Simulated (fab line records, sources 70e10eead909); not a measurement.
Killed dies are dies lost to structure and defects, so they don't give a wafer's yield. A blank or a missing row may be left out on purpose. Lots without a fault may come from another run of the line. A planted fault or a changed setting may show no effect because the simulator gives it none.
Chamber matching | flow nand_harc | NHARC_P_M2_PRE_CLEAN_32 on pecvd-02: 3 sister chambers
The step time 12 s. 30 wafers are shown with their chamber, then 12 later ones without.

WAFERS WITH THEIR CHAMBER
wafer  | chamber | heater_power_outer_w (W) | rf_fwd_power_W (W) | heater_power_w (W)
L074.1 | 2       | 444                      | 292.8              | 721
L074.5 | 2       | 452                      | 291.9              | 723
L074.6 | 0       | 353                      | 291.6              | 616
L075.1 | 0       | 359                      | 293.2              | 618
L075.4 | 1       | 357                      | 293.4              | 652
L075.5 | 0       | 358                      | 294.1              | 636
L076.3 | 0       | 347                      | 293.7              | 584
L076.4 | 0       | 339                      | 293.1              | 612
L076.6 | 1       | 327                      | 291.8              | 623
L078.1 | 0       | 412                      | 292.7              | 673
L078.3 | 1       | 311                      | 290.4              | 594
L078.6 | 2       | 381                      | 292.2              | 619
L079.3 | 0       | 395                      | 293.5              | 670
L079.4 | 0       | 387                      | 293.3              | 669
L079.5 | 1       | 323                      | 292.3              | 608
L080.3 | 1       | 318                      | 293.5              | 592
L080.4 | 0       | 380                      | 292.2              | 648
L080.5 | 2       | 367                      | 291.6              | 618
L085.3 | 2       | 395                      | 292.2              | 670
L085.5 | 2       | 402                      | 293.8              | 637
L085.6 | 1       | 362                      | 293.2              | 663
L087.1 | 1       | 373                      | 291.1              | 673
L087.5 | 0       | 335                      | 291.7              | 600
L087.6 | 1       | 364                      | 291.4              | 657
L086.2 | 2       | 338                      | 292.4              | 570
L086.4 | 1       | 350                      | 292.2              | 657
L086.6 | 0       | 358                      | 292.2              | 619
L088.1 | 1       | 337                      | 290.8              | 641
L088.3 | 0       | 421                      | 291.4              | 698
L088.6 | 2       | 413                      | 290.8              | 657

SIGNATURES (means of the wafers above)
reading              | chamber 0 | chamber 1 | chamber 2 | scatter within a chamber
heater_power_outer_w | 370.33    | 342.20    | 399.00    | 29.3
rf_fwd_power_W       | 292.725   | 292.010   | 292.212   | 0.965
heater_power_w       | 636.92    | 636.00    | 651.88    | 38.7
Rule: a wafer's distance from a chamber is the root of the sum, over the readings, of the square of ((its reading less the chamber's mean) divided by the reading's scatter). The wafer belongs to the nearest chamber; if the next one is less than 2 further off, it can't be placed. The scatter: the root of (the sum of the squares of (reading less its chamber's mean) over the shown wafers, divided by (wafers less chambers)).

WAFERS WITHOUT THEIR CHAMBER
wafer  | heater_power_outer_w (W) | rf_fwd_power_W (W) | heater_power_w (W)
L091.2 | 350                      | 292.3              | 643
L091.5 | 342                      | 293.8              | 633
L091.6 | 347                      | 291.6              | 609
L092.1 | 424                      | 293.6              | 689
L092.2 | 361                      | 291.7              | 676
L092.5 | 388                      | 292.3              | 662
L094.3 | 364                      | 294.0              | 657
L094.4 | 433                      | 294.1              | 691
L094.6 | 369                      | 293.1              | 649
L096.1 | 363                      | 291.8              | 606
L096.2 | 392                      | 292.3              | 675
L096.5 | 360                      | 291.6              | 626

WHICH CHAMBER EACH WENT THROUGH
wafer  | from the rows above          | in truth
L091.2 | can't be placed: 1 or 0 or 2 | 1
L091.5 | can't be placed: 0 or 1 or 2 | 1
L091.6 | can't be placed: 1 or 0 or 2 | 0
L092.1 | can't be placed: 2 or 0 or 1 | 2
L092.2 | can't be placed: 1 or 0 or 2 | 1
L092.5 | can't be placed: 2 or 0 or 1 | 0
L094.3 | can't be placed: 0 or 2 or 1 | 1
L094.4 | can't be placed: 2 or 0 or 1 | 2
L094.6 | can't be placed: 0 or 2 or 1 | 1
L096.1 | can't be placed: 1 or 0 or 2 | 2
L096.2 | can't be placed: 2 or 0 or 1 | 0
L096.5 | can't be placed: 1 or 0 or 2 | 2
Placed correctly: 0 of 12. Can't be placed from these rows: 12 (the true chamber is among the candidates in 12). Placed wrongly: 0.
